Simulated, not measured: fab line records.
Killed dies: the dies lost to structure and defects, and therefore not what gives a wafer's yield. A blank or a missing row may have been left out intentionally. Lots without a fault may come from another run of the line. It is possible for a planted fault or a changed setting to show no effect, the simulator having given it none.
Which tool was responsible? ; flow n5Finfet ; Sampling: 10 lots, 30 wafers, 3 of 1938 route steps

== WHAT EACH GAUGE READ, for each wafer ==
N5_BEOL_M4_RC_MEAS_101.
lot;measured;on;CJ_P
L463;day 7 21:37;prober-02;5.87 5.66 5.82
L467;day 9 00:58;prober-02;5.56 5.85 5.80
L470;day 9 13:25;prober-02;4.29 4.37 4.36
L471;day 9 17:02;prober-01;4.41 4.50 4.44
L473;day 10 14:43;prober-01;5.69 5.91 5.76
L479;day 11 17:46;prober-02;5.77 5.89 5.88
L482;day 12 17:01;prober-02;5.55 5.75 5.59
L483;day 12 19:22;prober-01;5.81 5.78 6.02
L485;day 13 12:37;prober-02;5.83 5.97 5.98
L486;day 13 15:45;prober-02;6.01 6.06 5.78

== WHICH TOOL RAN EACH LOT (tool, then ch and the chambers of the sampled wafers, then the start) ==
lot;N5_ZERO_LAYER_ETCH_18;N5_WELL_APT_IMPLANT_15
L463;rieSi-02 ch 0,3, day 1 12:56;implanter-02 ch 0, day 1 14:33
L467;rieSi-04 ch 0,1,2, day 2 12:55;implanter-02 ch 0, day 2 14:12
L470;rieSi-02 ch 1,2,3, day 3 07:13;implanter-02 ch 0, day 3 08:24
L471;rieSi-04 ch 0,1,2, day 3 13:02;implanter-02 ch 0, day 3 14:49
L473;rieSi-04 ch 1,2,3, day 4 00:51;implanter-01 ch 0, day 4 02:11
L479;rieSi-04 ch 0,1,3, day 5 12:55;implanter-01 ch 0, day 5 14:11
L482;rieSi-01 ch 1,3, day 6 06:47;implanter-01 ch 0, day 6 08:05
L483;rieSi-04 ch 1,2,3, day 6 12:47;implanter-02 ch 0, day 6 14:08
L485;rieSi-04 ch 1,3, day 7 00:53;implanter-02 ch 0, day 7 02:11
L486;rieSi-01 ch 2,3, day 7 06:48;implanter-01 ch 0, day 7 07:56
- N5_ZERO_LAYER_ETCH_18: etches Si in HBr/Cl2, target depth 120 nm, time 40 s.
- N5_WELL_APT_IMPLANT_15

== THE ANSWER, worked out from the rows above alone ==
Rule: what is usual is taken from the lots themselves. Put in order of their means at a reading, lots are off if they are a third of the lots or fewer, leave a main group of 4 or more, and stand apart from it by a gap of 3 or more times the standard deviation of the main group's means; of several such gaps the widest counts. A main group whose means are all the same, to the digits that the tables above print for the reading, isn't used. Also off: a lot with no number at a reading for which 4 or more lots have one. All remaining lots with rows at the step are treated as sound.
Off: L470, L471, seen at N5_BEOL_M4_RC_MEAS_101 (CJ_P). For the main group the mean is 5.82 and the standard deviation 0.098.
If a tool, at a process step before that reading, ran all the lots that are off and no sound lot after the first of them, it fits. Those tools and the gauges at N5_BEOL_M4_RC_MEAS_101 are tried in the same way. None of those tried fits.

== WHAT HAD BEEN PUT IN BY THE SIMULATOR ==
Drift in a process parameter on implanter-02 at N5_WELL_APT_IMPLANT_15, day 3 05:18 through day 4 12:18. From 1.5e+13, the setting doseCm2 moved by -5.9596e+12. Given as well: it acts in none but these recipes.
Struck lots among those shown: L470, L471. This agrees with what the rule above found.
